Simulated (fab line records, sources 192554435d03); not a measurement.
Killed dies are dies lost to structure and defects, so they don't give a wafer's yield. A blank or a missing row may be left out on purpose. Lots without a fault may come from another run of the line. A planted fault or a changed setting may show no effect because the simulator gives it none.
fab line records | flow n5_finfet
record lots=9 wafers=26 last_day=18
route steps=1938 shown BEOL_M4@1111 BEOL_M10@1520 PASSIVATION@1936
lots that met no fault: from a run of the same line without faults
start_h: hours from the record's first day to the start of the lot's first wafer shown | wait_h: hours since the lot's step before | " the same as in the row above | L1.1+2: a row that stands for several wafers | - no value, or no start given | * or withheld: withheld | < > ~ a bound
route shown NAME@n: a module of which the file shows steps, and the number in the route of the first | usual: mean/standard deviation of fault-free wafers | same: alike in all rows | chamber/n: place in a boat | sites: the reading at each site | _std_site: their standard deviation | _edge_site: outer sites' mean less inner sites' | radius_mm: how far each site lies from the wafer's centre | mask NAME#n: copy n | behind: the tool/chamber that last shaped the wafer | hold: why the lot was held/for how many hours/how that ended | device: the transistor (n, p or np) that didn't switch | end of line: the same wafers' tests at the end of the route | a step without rows: its recipe alone | killed: dies lost to structure and defects at the first sort, not the wafer's yield | map: a wafer's dies, x killed, . not, _ none there
set.NAME: the setting as run; set.NAME@STEP: as run at that earlier step | model.NAME: the simulator's own value behind a step, which no gauge read
steps of the route over a sample of lots; a table a step, a row a wafer
services: from which hour (start_h, from the record's first day; less than 0 if before it) a tool's chamber was out of use, for how many hours, and why
## steps
# step N5_BEOL_M4_RC_MEAS_101
# usual DIBL_N=37.1/1.8 DIBL_P=37.2/2.1 IOFF_N=0.17/0.033 IOFF_P=0.22/0.037 ION_N=680/11 ION_P=464/7.7 SS_N=71.7/0.63 SS_P=73.6/0.67 VT_N=248.9/2.9 VT_P=-251/3.6
# columns lot.wafer tool chamber start_h wait_h DIBL_N[mV/V] DIBL_P[mV/V] IOFF_N[nA/um] IOFF_P[nA/um] ION_N[uA/um] ION_P[uA/um] SS_N[mV/dec] SS_P[mV/dec] VT_N[mV] VT_P[mV]
L762.1 prober-02 0 190.94 0.0 38.7 40.6 0.22 0.26 701 473 72.0 74.6 242.9 -248
L762.3 " 0 " " 35.8 36.7 0.14 0.18 676 455 71.4 73.2 251.4 -256
L762.6 " 0 " " 34.1 33.8 0.12 0.15 667 454 71.0 72.5 251.3 -256
L765.1 prober-02 0 211.27 0.0 36.6 35.3 0.14 0.16 663 449 72.0 72.9 253.8 -254
L765.3 " 0 " " 37.9 38.5 0.18 0.22 684 464 72.4 74.1 248.7 -253
L765.6 " 0 " " 38.8 38.1 0.19 0.21 681 463 71.7 74.2 249.6 -253
L766.2 prober-01 0 216.16 0.2 38.2 39.4 0.22 0.31 697 481 72.4 74.2 245.5 -244
L766.3 " 0 " " 38.0 37.8 0.20 0.29 686 479 72.1 73.6 245.1 -243
L766.5 " 0 " " 37.1 36.8 0.18 0.26 680 466 72.2 73.5 246.5 -247
L773.2 prober-02 0 274.81 0.2 37.6 37.8 0.16 0.18 674 456 71.8 73.2 250.6 -256
L773.3 " 0 " " 37.6 37.0 0.15 0.17 673 459 71.1 72.8 250.8 -256
L773.5 " 0 " " 37.3 37.4 0.16 0.17 676 453 71.5 72.9 248.5 -256
L775.4 prober-01 0 281.90 0.5 40.3 41.7 0.24 0.26 691 465 72.6 74.3 245.7 -249
L775.5 " 0 " " 36.9 36.5 0.15 0.17 674 457 72.1 73.3 249.0 -257
L779.1 prober-02 0 313.82 0.0 35.7 35.8 0.15 0.21 669 465 71.6 73.1 250.2 -251
L779.2 " 0 " " 35.8 34.0 0.15 0.19 673 461 72.0 72.5 251.8 -252
L779.5 " 0 " " 37.6 37.0 0.17 0.22 674 468 72.0 73.2 251.1 -249
L780.2 prober-01 0 318.01 0.2 38.4 37.9 0.20 0.24 695 469 72.2 74.3 243.4 -249
L780.3 " 0 " " 37.4 36.2 0.18 0.22 678 461 72.0 73.4 247.8 -251
L780.4 " 0 " " 37.3 35.7 0.17 0.21 666 461 71.5 73.1 249.1 -252
L781.2 prober-02 0 322.86 0.2 39.5 39.0 0.18 0.24 664 463 71.9 73.9 249.3 -248
L781.3 " 0 " " 40.7 38.9 0.21 0.24 678 461 73.2 74.5 247.9 -247
L781.4 " 0 " " 37.4 35.8 0.16 0.20 680 461 71.3 73.8 250.8 -250
L782.2 prober-02 0 325.78 0.2 40.8 40.8 0.27 0.34 703 477 73.1 74.0 242.1 -241
L782.4 " 0 " " 35.2 34.0 0.13 0.20 677 463 72.0 72.0 251.3 -248
L782.5 " 0 " " 37.1 36.9 0.18 0.25 679 467 71.7 73.6 248.0 -244
# step N5_BEOL_M10_CD_MEAS_35
# recipe target_cd_nm=70 polarity=opening
# usual cd_nm=70.3/0.58
# columns lot.wafer tool chamber start_h wait_h cd_nm
L762.1 cd_sem-03 - 254.36 0.0 71.3
L762.3 " - " " 70.9
L762.6 " - " " 71.0
L766.2 cd_sem-02 - 271.68 0.0 71.1
L766.3 " - " " 70.0
L766.5 " - " " 71.2
L765.1 cd_sem-03 - 271.89 0.0 70.4
L765.3 " - " " 70.0
L765.6 " - " " 71.1
L773.2 cd_sem-02 - 328.05 0.0 71.1
L773.3 " - " " 70.9
L773.5 " - " " 70.1
L775.4 cd_sem-02 - 346.80 0.0 69.6
L775.5 " - " " 71.1
L780.2 cd_sem-01 - 374.99 0.0 70.1
L780.3 " - " " 70.6
L780.4 " - " " 71.0
L779.1 cd_sem-01 - 375.47 0.0 70.7
L779.2 " - " " 71.4
L779.5 " - " " 70.4
L782.2 cd_sem-02 - 382.74 0.0 71.2
L782.4 " - " " 70.6
L782.5 " - " " 70.4
L781.2 cd_sem-02 - 382.91 0.0 70.6
L781.3 " - " " 70.2
L781.4 " - " " 71.4
# step N5_BEOL_M10_ALD_74
# recipe material=TaN target_thk_a=20 temp_c=275 ald_precursor_family=PDMAT ald_co_reactant=NH3 pressure_torr=3 carrier_flow_sccm=1500 pulse_time_s=2 purge_time_s=3 co_reactant_purge_time_s=2 co_reactant_pulse_time_s=3 ald_cycles=40 precursor_vessel_temp_c=75 precursor_vessel_pressure_torr=26.25 precursor_vessel_carrier_sccm=1000
# usual heater_power_w=416/49 precursor_vessel_carrier_sccm=1000.2/2.8
# same pulse_time_s=2
# columns lot.wafer tool chamber start_h wait_h heater_power_w precursor_vessel_carrier_sccm
L762.1 ald_metal-02 2 255.00 0.1 451 999.4
L762.3 " 3 " " 401 995.3
L762.6 " 3 " " 408 998.4
L766.2 ald_metal-04 1 272.36 0.1 491 999.5
L766.3 " 3 " " 344 1001.3
L766.5 " 2 " " 492 999.3
L765.1 ald_metal-02 2 273.85 0.1 447 1003.5
L765.3 " 3 " " 407 1001.8
L765.6 " 1 " " 405 1008.7
L773.2 ald_metal-02 0 330.05 0.0 438 997.5
L773.3 " 2 " " 447 1003.0
L773.5 " 2 " " 446 995.5
L775.4 ald_metal-01 1 347.99 0.3 438 1002.9
L775.5 " 2 " " 437 999.0
L780.2 ald_metal-01 1 375.65 0.0 424 997.8
L780.3 " 3 " " 462 997.9
L780.4 " 2 " " 416 1000.4
L779.1 ald_metal-02 2 376.13 0.1 414 996.5
L779.2 " 1 " " 390 1000.7
L779.5 " 3 " " 388 997.7
L782.2 ald_metal-01 3 383.24 0.1 445 998.3
L782.4 " 2 " " 427 1002.8
L782.5 " 1 " " 426 997.9
L781.2 ald_metal-02 0 383.61 0.1 430 1002.4
L781.3 " 1 " " 386 1001.5
L781.4 " 3 " " 377 1001.0
# step N5_BEOL_M10_ANNEAL_51
# recipe temp_c=225 time_s=90 ambient=N2
# usual wafer_temp_C_max=225.93/0.27
# columns lot.wafer tool chamber start_h wait_h wafer_temp_C_max
L762.1 rtp_anneal-01 0 255.99 0.1 226.87
L762.3 " 0 " " 225.93
L762.6 " 0 " " 225.80
L766.2 rtp_anneal-01 0 274.12 0.4 226.05
L766.3 " 0 " " 226.44
L766.5 " 0 " " 225.79
L765.1 rtp_anneal-01 0 274.80 0.2 226.13
L765.3 " 0 " " 226.54
L765.6 " 0 " " 226.21
L773.2 rtp_anneal-02 0 330.88 0.1 225.39
L773.3 " 0 " " 225.48
L773.5 " 0 " " 225.35
L775.4 rtp_anneal-01 0 348.93 0.2 225.90
L775.5 " 0 " " 226.02
L780.2 rtp_anneal-01 0 376.45 0.2 226.21
L780.3 " 0 " " 226.19
L780.4 " 0 " " 226.18
L779.1 rtp_anneal-01 0 377.48 0.7 225.83
L779.2 " 0 " " 226.26
L779.5 " 0 " " 226.02
L782.2 rtp_anneal-01 0 385.24 0.1 226.24
L782.4 " 0 " " 226.53
L782.5 " 0 " " 225.63
L781.2 rtp_anneal-01 0 385.76 0.1 225.68
L781.3 " 0 " " 226.00
L781.4 " 0 " " 226.00
# step N5_BEOL_M10_CMP_52
# recipe stop_on=SiCOH_lowk t_overpolish_s=7 down_force_psi=1 platen_rpm=50 clearing_platen_down_force_psi=1.5 clearing_platen_rpm=50 post_cmp_clean=cu_alkaline target_thk_nm=140 clearing_platen_pad_velocity_m_s=0.99484 pad_velocity_m_s=0.99484
# usual barrier_field_endpoint_s=28.7/0.87 motor_current_A=6.2/0.43 overpolish_run_s=6.999/0.0086 slurry_filter_dp_kPa=13.50/0.14 time_to_endpoint_s=66/3.9
# same t_overpolish_s=7
# columns lot.wafer tool chamber start_h wait_h barrier_field_endpoint_s motor_current_A overpolish_run_s slurry_filter_dp_kPa time_to_endpoint_s
L762.1 cmp-02 0 256.32 0.3 28.0 6.8 7.008 13.46 66
L762.3 " 1 " " 27.8 5.8 6.989 13.55 61
L762.6 " 3 " " 29.4 5.9 7.007 13.59 66
L766.3 cmp-04 0 274.41 0.2 27.9 6.7 6.985 13.57 65
L766.2 " 2 " " 27.5 6.7 6.998 13.69 62
L766.5 " 0 " " 28.3 6.8 7.014 13.55 62
L765.3 cmp-03 1 275.37 0.3 28.5 6.1 7.002 13.41 66
L765.1 " 0 " " 27.7 5.5 6.984 13.44 62
L765.6 " 1 " " 28.9 6.2 6.991 13.48 64
L773.2 cmp-03 0 331.17 0.2 46.7 5.7 0.043 13.60 86
L773.3 " 2 " " 30.0 6.3 7.004 13.33 68
L773.5 " 3 " " 29.5 5.8 6.995 13.62 61
L775.4 cmp-03 2 349.17 0.2 46.7 6.5 0.041 13.59 86
L775.5 " 1 " " 29.8 6.3 6.993 13.20 71
L780.3 cmp-04 3 376.70 0.2 29.0 5.9 7.003 13.60 68
L780.4 " 1 " " 30.6 6.4 6.997 13.52 77
L780.2 " 2 " " 28.2 6.7 7.000 13.55 67
L779.2 cmp-04 3 377.96 0.4 27.0 5.6 7.009 13.44 67
L779.1 " 2 " " 27.8 6.7 6.999 13.55 62
L779.5 " 3 " " 27.7 6.0 6.995 13.72 66
L782.4 cmp-04 0 385.56 0.2 30.0 7.1 6.993 13.33 70
L782.2 " 1 " " 30.7 6.7 7.002 13.49 75
L782.5 " 3 " " 29.4 5.7 6.995 13.57 69
L781.2 cmp-02 0 386.01 0.2 27.8 6.4 6.992 13.74 65
L781.4 " 2 " " 27.5 6.2 6.995 13.52 61
L781.3 " 3 " " 29.2 5.9 6.994 13.55 69
# step N5_BEOL_M10_THK_MEAS_53
# recipe thk_meas_gauge=xrf reads=Cu_of_BEOL_M10_ECD_50
# usual M10_THK=140/3.8
# columns lot.wafer tool chamber start_h wait_h M10_THK[nm]
L762.1 film_metro-01 - 256.58 - 138
L762.3 " - " " 138
L762.6 " - " " 140
L766.2 film_metro-01 - 274.67 - 144
L766.3 " - " " 133
L766.5 " - " " 145
L765.1 film_metro-01 - 275.66 - 137
L765.3 " - " " 140
L765.6 " - " " 141
L773.2 film_metro-01 - 331.43 - 245
L773.3 " - " " 137
L773.5 " - " " 139
L775.4 film_metro-01 - 349.39 - 257
L775.5 " - " " 142
L780.2 film_metro-01 - 377.00 - 139
L780.3 " - " " 136
L780.4 " - " " 143
L779.1 film_metro-01 - 378.26 - 139
L779.2 " - " " 139
L779.5 " - " " 139
L782.2 film_metro-01 - 385.78 - 138
L782.4 " - " " 139
L782.5 " - " " 135
L781.2 film_metro-01 - 386.30 - 138
L781.3 " - " " 138
L781.4 " - " " 134
# step N5_BEOL_M10_INSPECT_58
# recipe inspect_instrument=darkfield mode=post_dep
# usual raw_defect_count=74/24
# columns lot.wafer tool chamber start_h wait_h raw_defect_count
L762.1 defect_inspect-02 - 256.74 0.0 95
L762.3 " - " " 133
L762.6 " - " " 135
L766.2 defect_inspect-02 - 274.83 0.0 90
L766.3 " - " " 83
L766.5 " - " " 102
L765.1 defect_inspect-02 - 275.82 0.0 69
L765.3 " - " " 90
L765.6 " - " " 70
L773.2 defect_inspect-02 - 331.62 0.0 2225
L773.3 " - " " 85
L773.5 " - " " 50
L775.4 defect_inspect-02 - 349.56 0.0 2358
L775.5 " - " " 87
L780.2 defect_inspect-02 - 377.16 0.0 108
L780.3 " - " " 67
L780.4 " - " " 100
L779.1 defect_inspect-01 - 378.42 0.0 135
L779.2 " - " " 49
L779.5 " - " " 101
L782.2 defect_inspect-02 - 385.94 0.0 67
L782.4 " - " " 99
L782.5 " - " " 73
L781.2 defect_inspect-01 - 386.46 0.0 54
L781.3 " - " " 37
L781.4 " - " " 49
# step N5_PASSIVATION_PROBE_49
# usual defect_limited_yield=91.7/1.5 killed_at_M0_to_M3=32/10 killed_at_M4_up=14/5.3 killed_at_contacts=13/5.7 killed_at_front_end=37/10 killed_at_other=3.3/2.5 killed_dies=98/18 killed_on_rim=13/3.6 killed_open=65/13 killed_short=31/7.5 sort_bin_5_function=4.9/0.91 sort_bin_6_memory=3.1/0.71 sort_n_pass=1082/18 sort_yield_pct=91.7/1.5
# same gross_dies=1180 killed_at_back_side=0 sort_bin_4_leakage[%]=0 sort_bin_8_speed[%]=0
# columns lot.wafer tool chamber start_h wait_h defect_limited_yield[%] killed_at_M0_to_M3 killed_at_M4_up killed_at_contacts killed_at_front_end killed_at_other killed_dies killed_on_rim killed_open killed_short sort_bin_5_function[%] sort_bin_6_memory[%] sort_n_pass sort_yield_pct[%]
L762.1 prober-01 - 300.38 0.0 94.2 22 10 7 29 0 68 8 37 24 3.0 2.1 1112 94.2
L762.3 prober-01 - 300.48 0.1 91.2 26 10 16 49 3 104 12 65 39 5.2 3.4 1076 91.2
L762.6 prober-01 - 300.63 0.3 91.3 28 17 11 45 2 103 11 57 42 4.8 3.2 1077 91.3
L766.2 prober-02 - 331.64 0.1 88.9 52 31 7 36 5 131 17 85 46 6.8 3.8 1049 88.9
L766.3 prober-02 - 331.69 0.1 89.8 40 12 17 46 5 120 15 81 39 6.0 3.9 1060 89.8
L766.5 prober-02 - 331.79 0.2 91.8 30 12 15 38 2 97 14 66 30 4.6 3.5 1083 91.8
L773.2 prober-01 - 382.35 0.1 0 14 1118 6 38 4 1180 152 45 28 4.1 2.6 0 0
L773.3 prober-01 - 382.40 0.1 92.5 22 16 14 32 4 88 9 60 26 4.6 2.5 1092 92.5
L773.5 prober-01 - 382.50 0.2 92.9 27 26 10 18 3 84 13 56 24 4.3 2.5 1096 92.9
L775.4 prober-01 - 397.65 0.2 0 28 1095 22 35 0 1180 152 66 26 4.9 2.7 0 0
L775.5 prober-01 - 397.70 0.2 89.7 46 8 12 55 1 122 15 88 32 6.1 4.0 1058 89.7
L782.2 prober-01 - 432.68 0.1 94.7 17 17 7 22 0 63 8 44 19 3.5 1.8 1117 94.7
L782.4 prober-01 - 432.78 0.2 92.9 22 13 18 28 3 84 11 64 19 4.3 2.5 1096 92.9
L782.5 prober-01 - 432.83 0.2 92.4 29 25 14 21 1 90 8 53 37 4.7 2.8 1090 92.4
# killed by level:class
L762.1 MOL_CONTACT_COAG:geometric_particle:open=6 BEOL_M0_SAQP:geometric_particle:short=6 HKMG_FIN:area_etch=6 FIN_SAQP:geometric_particle:short=5 BEOL_M0_SAQP:geometric_particle:open=5 DUMMY_GATE:geometric_particle:open=4 BEOL_M4:geometric_particle:open=4 FIN_SAQP:geometric_particle:open=3
L762.3 MOL_CONTACT_COAG:geometric_particle:open=15 FIN_SAQP:geometric_particle:short=14 BEOL_M0_SAQP:geometric_particle:open=8 FIN_SAQP:geometric_particle:open=6 DUMMY_GATE:geometric_particle:open=6 BEOL_M0_SAQP:geometric_particle:short=6 GATE_CUT:geometric_particle:short=5 GATE_CUT:geometric_particle:open=4
L762.6 MOL_CONTACT_COAG:geometric_particle:open=9 BEOL_M4:geometric_particle:open=9 BEOL_M0_SAQP:geometric_particle:open=7 FIN_SAQP:geometric_particle:short=6 BEOL_M0_SAQP:geometric_particle:short=6 FIN_SAQP:geometric_particle:open=5 DUMMY_GATE:geometric_particle:open=5 BEOL_M2:geometric_particle:open=5
L766.2 BEOL_M0_SAQP:geometric_particle:short=17 BEOL_M1:geometric_particle:open=10 BEOL_M4:geometric_particle:open=10 BEOL_M0_SAQP:geometric_particle:open=9 MOL_CONTACT_COAG:geometric_particle:open=7 BEOL_M3:geometric_particle:open=7 BEOL_M5:geometric_particle:open=6 STARTING-WAFER:geometric_particle:open=6
L766.3 MOL_CONTACT_COAG:geometric_particle:open=14 BEOL_M0_SAQP:geometric_particle:short=13 BEOL_M2:geometric_particle:open=9 FIN_SAQP:geometric_particle:open=8 STI_FIN_REVEAL:geometric_particle:open=8 DUMMY_GATE:geometric_particle:open=8 BEOL_M1:geometric_particle:open=6 BEOL_M4:geometric_particle:open=6
L766.5 STI_FIN_REVEAL:geometric_particle:open=12 MOL_CONTACT_COAG:geometric_particle:open=10 BEOL_M2:geometric_particle:open=9 GATE_CUT:geometric_particle:short=8 BEOL_M0_SAQP:geometric_particle:short=8 BEOL_M3:geometric_particle:open=6 MOL_CONTACT_COAG:geometric_particle:short=5 BEOL_M4:geometric_particle:open=5
L773.2 BEOL_M10:area_cmp=1101 FIN_SAQP:geometric_particle:open=11 FIN_SAQP:geometric_particle:short=8 BEOL_M1:geometric_particle:open=6 STI_FIN_REVEAL:geometric_particle:open=5 BEOL_M4:geometric_particle:open=5 MOL_CONTACT_COAG:geometric_particle:short=4 BEOL_M5:geometric_particle:open=4
L773.3 MOL_CONTACT_COAG:geometric_particle:open=10 FIN_SAQP:geometric_particle:open=8 STI_FIN_REVEAL:geometric_particle:open=7 GATE_CUT:geometric_particle:short=7 BEOL_M2:geometric_particle:open=7 BEOL_M0_SAQP:geometric_particle:open=5 MOL_CONTACT_COAG:geometric_particle:short=4 BEOL_M1:geometric_particle:open=4
L773.5 BEOL_M4:geometric_particle:open=12 BEOL_M1:geometric_particle:open=9 MOL_CONTACT_COAG:geometric_particle:open=7 FIN_SAQP:geometric_particle:open=6 BEOL_M7:geometric_particle:open=6 MOL_CONTACT_COAG:geometric_particle:short=3 BEOL_M0_SAQP:geometric_particle:short=3 BEOL_M0_SAQP:geometric_particle:open=3
L775.4 BEOL_M10:area_cmp=1087 MOL_CONTACT_COAG:geometric_particle:open=18 BEOL_M2:geometric_particle:open=10 GATE_CUT:geometric_particle:short=8 FIN_SAQP:geometric_particle:open=7 FIN_SAQP:geometric_particle:short=5 GATE_CUT:geometric_particle:open=5 BEOL_M0:geometric_particle:open=4
L775.5 FIN_SAQP:geometric_particle:open=22 STI_FIN_REVEAL:geometric_particle:open=13 BEOL_M3:geometric_particle:open=11 MOL_CONTACT_COAG:geometric_particle:open=10 BEOL_M0_SAQP:geometric_particle:open=10 BEOL_M0_SAQP:geometric_particle:short=9 FIN_SAQP:geometric_particle:short=7 BEOL_M3:geometric_particle:short=6
L782.2 BEOL_M4:geometric_particle:open=13 ILD0:geometric_particle:short=5 MOL_CONTACT_COAG:geometric_particle:open=5 BEOL_M3:geometric_particle:open=5 ILD0:geometric_particle:open=4 BEOL_M0_SAQP:geometric_particle:short=4 STI_FIN_REVEAL:geometric_particle:open=3 DUMMY_GATE:geometric_particle:open=3
L782.4 MOL_CONTACT_COAG:geometric_particle:open=16 BEOL_M1:geometric_particle:open=8 BEOL_M2:geometric_particle:open=6 BEOL_M4:geometric_particle:open=5 STI_FIN_REVEAL:geometric_particle:open=4 DUMMY_GATE:geometric_particle:open=4 GATE_CUT:geometric_particle:short=4 BEOL_M0_SAQP:geometric_particle:open=4
L782.5 BEOL_M4:geometric_particle:open=15 BEOL_M0_SAQP:geometric_particle:short=9 MOL_CONTACT_COAG:geometric_particle:open=8 FIN_SAQP:geometric_particle:short=7 MOL_CONTACT_COAG:geometric_particle:short=6 BEOL_M2:geometric_particle:open=5 BEOL_M3:geometric_particle:open=5 ILD0:geometric_particle:short=4
## services
# columns tool chamber start_h hours kind
cmp-04 - 276.61 1.3 repair
ald_metal-04 - 288.36 2.1 repair
ald_metal-01 - 292.02 8.7 pm
rtp_anneal-01 - 293.98 2.9 pm
cmp-03 - 305.07 4.0 pm
cmp-03 - 309.07 - consumable_replace:conditioner
cmp-03 - 309.07 - consumable_replace:pad
ald_metal-02 1 309.81 - calibration
cmp-03 - 329.00 0.5 repair
ald_metal-02 - 337.28 14.0 pm
ald_metal-02 0 337.28 14.0 vent_cycle
ald_metal-02 1 337.28 14.0 vent_cycle
ald_metal-02 2 337.28 14.0 vent_cycle
ald_metal-02 3 337.28 14.0 vent_cycle
cmp-04 - 343.77 13.2 pm
cmp-02 - 349.16 6.5 repair
ald_metal-02 0 351.28 - clean
ald_metal-02 1 351.28 - clean
ald_metal-02 2 351.28 - clean
ald_metal-02 3 351.28 - clean
cmp-04 - 359.60 0.8 repair
ald_metal-02 - 368.48 6.0 pm
cmp-03 - 370.78 6.8 pm
cmp-02 - 377.20 4.0 pm
## key
first_sign step=N5_BEOL_M10_CMP_52 reading=overpolish_run_s direction=down sigmas=99+ usual=6.999 struck=0.042
effect step=N5_BEOL_M10_CMP_52 reading=barrier_field_endpoint_s direction=up sigmas=21 usual=28.7 struck=46.7
effect step=N5_BEOL_M10_THK_MEAS_53 reading=M10_THK direction=up sigmas=29 usual=140 struck=251
effect step=N5_BEOL_M10_INSPECT_58 reading=raw_defect_count direction=up sigmas=93 usual=74 struck=2292
effect step=N5_PASSIVATION_PROBE_49 reading=killed_at_M4_up direction=up sigmas=99+ usual=14 struck=1106
more_kills_born_at N5_BEOL_M10_CMP_52@cmp-03=2188
met_at N5_BEOL_M10_CMP_52
struck_lots L773,L775
struck_wafers L773.2,L775.4
later_rows_left_out L773.2,L775.4
not_acting_at N5_BEOL_M10_CD_MEAS_35,N5_BEOL_M10_ALD_74,N5_BEOL_M10_ANNEAL_51
onset_between 275.37 331.17
fault kind=process_parameter_drift tool=cmp-03 chamber=- onset_h=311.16 steps=N5_BEOL_M10_CMP_52 channel=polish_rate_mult offset=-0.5 shape=step end_h=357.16 scope=struck_wafers_only
# later_rows_left_out: the simulator's readings of these wafers behind a module that went badly wrong aren't trusted and aren't shown, but for the sort
